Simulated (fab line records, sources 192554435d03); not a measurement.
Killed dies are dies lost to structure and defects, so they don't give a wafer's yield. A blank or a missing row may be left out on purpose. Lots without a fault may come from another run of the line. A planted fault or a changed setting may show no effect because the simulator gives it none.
Which tool did it? | flow n5_finfet | 12 lots, 36 wafers sampled, at 4 steps of a route of 1938

WHAT THE GAUGES READ, wafer by wafer
N5_BEOL_M4_OVL_MEAS_29.
lot  | measured     | on         | V3_OVL (nm)
L075 | day 7 17:05  | overlay-01 | 0.4 0.9 0.4
L077 | day 8 20:19  | overlay-02 | -0.2 0.0 0.3
L080 | day 9 09:44  | overlay-01 | -0.6 -0.2 -0.8
L082 | day 9 14:31  | overlay-01 | -0.3 0.5 0.0
L085 | day 10 05:04 | overlay-01 | -0.2 -0.6 0.2
L084 | day 10 17:19 | overlay-02 | 0.7 1.3 0.7
L088 | day 11 00:05 | overlay-01 | 0.6 0.3 -0.2
L089 | day 11 08:17 | overlay-02 | 1.0 -0.3 -0.2
L091 | day 12 05:29 | overlay-02 | 0.6 0.4 0.0
L092 | day 12 10:32 | overlay-02 | 0.5 1.3 0.1
L095 | day 13 20:35 | overlay-02 | -1.1 -0.2 -0.2
L097 | day 13 22:01 | overlay-02 | -0.2 -0.8 0.2

WHICH TOOL RAN EACH LOT (tool, then ch and the chambers of the sampled wafers, then the start)
lot  | N5_BEOL_M3_SPUTTER_96        | N5_BEOL_M3_CO_CAP_55             | N5_BEOL_M4_DESCUM_16
L075 | pvd_sputter-03, day 7 13:34  | cvd_co-02 ch 1,2, day 7 14:26    | rie_diel-06 ch 1,2, day 7 16:01
L077 | pvd_sputter-03, day 8 16:24  | cvd_co-02 ch 0,1,2, day 8 17:16  | rie_diel-06 ch 0,3, day 8 19:31
L080 | pvd_sputter-03, day 9 06:18  | cvd_co-02 ch 0,2, day 9 07:10    | rie_diel-01 ch 0,1,2, day 9 08:56
L082 | pvd_sputter-02, day 9 11:14  | cvd_co-02 ch 0,1,2, day 9 12:08  | rie_diel-05 ch 0,1,3, day 9 13:36
L085 | pvd_sputter-01, day 10 00:54 | cvd_co-01 ch 0,1,2, day 10 01:52 | rie_diel-06 ch 1,3, day 10 04:16
L084 | pvd_sputter-01, day 10 12:25 | cvd_co-02 ch 0,2, day 10 13:31   | rie_diel-06 ch 1,3, day 10 16:31
L088 | pvd_sputter-01, day 10 20:50 | cvd_co-02 ch 0,1, day 10 21:43   | rie_diel-01 ch 1,2,3, day 10 23:11
L089 | pvd_sputter-03, day 11 05:30 | cvd_co-02 ch 0,1,2, day 11 06:24 | rie_diel-01 ch 2,3, day 11 07:26
L091 | pvd_sputter-01, day 12 01:53 | cvd_co-01 ch 0,1,2, day 12 02:44 | rie_diel-01 ch 0,2,3, day 12 04:37
L092 | pvd_sputter-03, day 12 06:53 | cvd_co-01 ch 0,2, day 12 07:46   | rie_diel-05 ch 0,1,2, day 12 09:38
L095 | pvd_sputter-03, day 13 15:28 | cvd_co-02 ch 0,2, day 13 16:49   | rie_diel-01 ch 1,2,3, day 13 19:40
L097 | pvd_sputter-02, day 13 18:47 | cvd_co-01 ch 0,2, day 13 19:40   | rie_diel-06 ch 0,1,2, day 13 21:10
- N5_BEOL_M3_SPUTTER_96: material Cu, target thk 4.5 nm, time 8.29 s.
- N5_BEOL_M3_CO_CAP_55: material Co, precursor CCTBA/H2, target thk 2 nm, time 102.1 s.
- N5_BEOL_M4_DESCUM_16: chemistry O2, time 7 s.

THE ANSWER, worked out from the rows above alone
Rule: what is usual is taken from the lots themselves. Put in order of their means at a reading, lots are off if they are a third of the lots or fewer, leave a main group of 4 or more, and stand apart from it by a gap of 3 or more times the standard deviation of the main group's means; of several such gaps the widest counts. A main group whose means are all the same, to the digits that the tables above print for the reading, isn't used. A lot without any number at a reading at which 4 lots or more have one is off too. The other lots that the step has rows for count as sound.
No lot is off at any reading shown: from this, nothing can be told.

WHAT THE SIMULATOR HAD PUT IN
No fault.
